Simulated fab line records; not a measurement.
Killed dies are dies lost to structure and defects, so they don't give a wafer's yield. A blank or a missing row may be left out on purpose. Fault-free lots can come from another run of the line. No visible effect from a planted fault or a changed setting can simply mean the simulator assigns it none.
Chamber matching / flow n5 finfet / rie diel-01 running N5_SD_EPI_N_ETCH_35: 4 sister chambers
The step etches SOC in N2/H2, overetch 108 nm, time 486 s. 18 wafers are shown with their chamber, then 9 later ones without.

EACH WAFER AND ITS CHAMBER
wafer=L074.2; chamber=2; showerhead plenum p Torr (Torr)=2.70; drypump motor current A (A)=6.1; throttle valve pct (%)=23.48
wafer=L074.3; chamber=0; showerhead plenum p Torr (Torr)=2.70; drypump motor current A (A)=5.2; throttle valve pct (%)=23.54
wafer=L074.4; chamber=1; showerhead plenum p Torr (Torr)=2.63; drypump motor current A (A)=5.9; throttle valve pct (%)=23.90
wafer=L076.2; chamber=0; showerhead plenum p Torr (Torr)=2.70; drypump motor current A (A)=5.3; throttle valve pct (%)=23.55
wafer=L076.3; chamber=1; showerhead plenum p Torr (Torr)=2.63; drypump motor current A (A)=5.9; throttle valve pct (%)=23.89
wafer=L076.5; chamber=1; showerhead plenum p Torr (Torr)=2.63; drypump motor current A (A)=5.9; throttle valve pct (%)=23.88
wafer=L080.2; chamber=0; showerhead plenum p Torr (Torr)=2.69; drypump motor current A (A)=5.3; throttle valve pct (%)=23.56
wafer=L080.3; chamber=1; showerhead plenum p Torr (Torr)=2.62; drypump motor current A (A)=5.9; throttle valve pct (%)=23.90
wafer=L080.6; chamber=2; showerhead plenum p Torr (Torr)=2.70; drypump motor current A (A)=6.1; throttle valve pct (%)=23.53
wafer=L082.2; chamber=3; showerhead plenum p Torr (Torr)=2.49; drypump motor current A (A)=5.7; throttle valve pct (%)=23.50
wafer=L082.4; chamber=0; showerhead plenum p Torr (Torr)=2.69; drypump motor current A (A)=5.3; throttle valve pct (%)=23.56
wafer=L082.5; chamber=1; showerhead plenum p Torr (Torr)=2.62; drypump motor current A (A)=5.9; throttle valve pct (%)=23.91
wafer=L086.4; chamber=0; showerhead plenum p Torr (Torr)=2.69; drypump motor current A (A)=5.3; throttle valve pct (%)=23.58
wafer=L086.5; chamber=0; showerhead plenum p Torr (Torr)=2.69; drypump motor current A (A)=5.3; throttle valve pct (%)=23.57
wafer=L086.6; chamber=3; showerhead plenum p Torr (Torr)=2.49; drypump motor current A (A)=5.7; throttle valve pct (%)=23.50
wafer=L087.2; chamber=3; showerhead plenum p Torr (Torr)=2.49; drypump motor current A (A)=5.7; throttle valve pct (%)=23.51
wafer=L087.4; chamber=1; showerhead plenum p Torr (Torr)=2.62; drypump motor current A (A)=5.9; throttle valve pct (%)=23.94
wafer=L087.5; chamber=0; showerhead plenum p Torr (Torr)=2.69; drypump motor current A (A)=5.3; throttle valve pct (%)=23.57

SIGNATURES (averages over the wafers above)
reading=showerhead plenum p Torr; chamber 0=2.6929; chamber 1=2.6250; chamber 2=2.7000; chamber 3=2.4900; scatter within a chamber=0.00457
reading=drypump motor current A; chamber 0=5.286; chamber 1=5.900; chamber 2=6.100; chamber 3=5.700; scatter within a chamber=0.0247
reading=throttle valve pct; chamber 0=23.5614; chamber 1=23.9033; chamber 2=23.5050; chamber 3=23.5033; scatter within a chamber=0.018
Rule: for each reading, subtract the chamber's mean from the wafer's reading, divide by that reading's scatter and square the result; add these up over the readings and take the root, which gives the wafer's distance from the chamber. If the next closest chamber is less than 2 further off than the closest, the wafer can't be placed; otherwise it belongs to the closest. The scatter is the square root of a quotient: the sum, over the shown wafers, of each reading's squared deviation from its chamber's mean, divided by wafers minus chambers.

WAFERS MISSING THEIR CHAMBER
wafer=L088.2; showerhead plenum p Torr (Torr)=2.49; drypump motor current A (A)=5.7; throttle valve pct (%)=23.50
wafer=L088.3; showerhead plenum p Torr (Torr)=2.69; drypump motor current A (A)=5.2; throttle valve pct (%)=23.59
wafer=L088.5; showerhead plenum p Torr (Torr)=2.49; drypump motor current A (A)=5.7; throttle valve pct (%)=23.52
wafer=L089.3; showerhead plenum p Torr (Torr)=2.69; drypump motor current A (A)=5.3; throttle valve pct (%)=23.59
wafer=L089.4; showerhead plenum p Torr (Torr)=2.69; drypump motor current A (A)=5.3; throttle valve pct (%)=23.58
wafer=L089.5; showerhead plenum p Torr (Torr)=2.69; drypump motor current A (A)=6.1; throttle valve pct (%)=23.52
wafer=L097.1; showerhead plenum p Torr (Torr)=2.68; drypump motor current A (A)=6.1; throttle valve pct (%)=23.52
wafer=L097.3; showerhead plenum p Torr (Torr)=2.61; drypump motor current A (A)=5.9; throttle valve pct (%)=23.94
wafer=L097.6; showerhead plenum p Torr (Torr)=2.61; drypump motor current A (A)=5.9; throttle valve pct (%)=23.94

EACH ONE'S CHAMBER
wafer=L088.2; from the rows above=3; in truth=3
wafer=L088.3; from the rows above=0; in truth=0
wafer=L088.5; from the rows above=3; in truth=3
wafer=L089.3; from the rows above=0; in truth=0
wafer=L089.4; from the rows above=0; in truth=0
wafer=L089.5; from the rows above=2; in truth=2
wafer=L097.1; from the rows above=2; in truth=2
wafer=L097.3; from the rows above=1; in truth=1
wafer=L097.6; from the rows above=1; in truth=1
9 of 9 placed correctly. Not placeable from these rows: 0. Wrongly placed: 0.
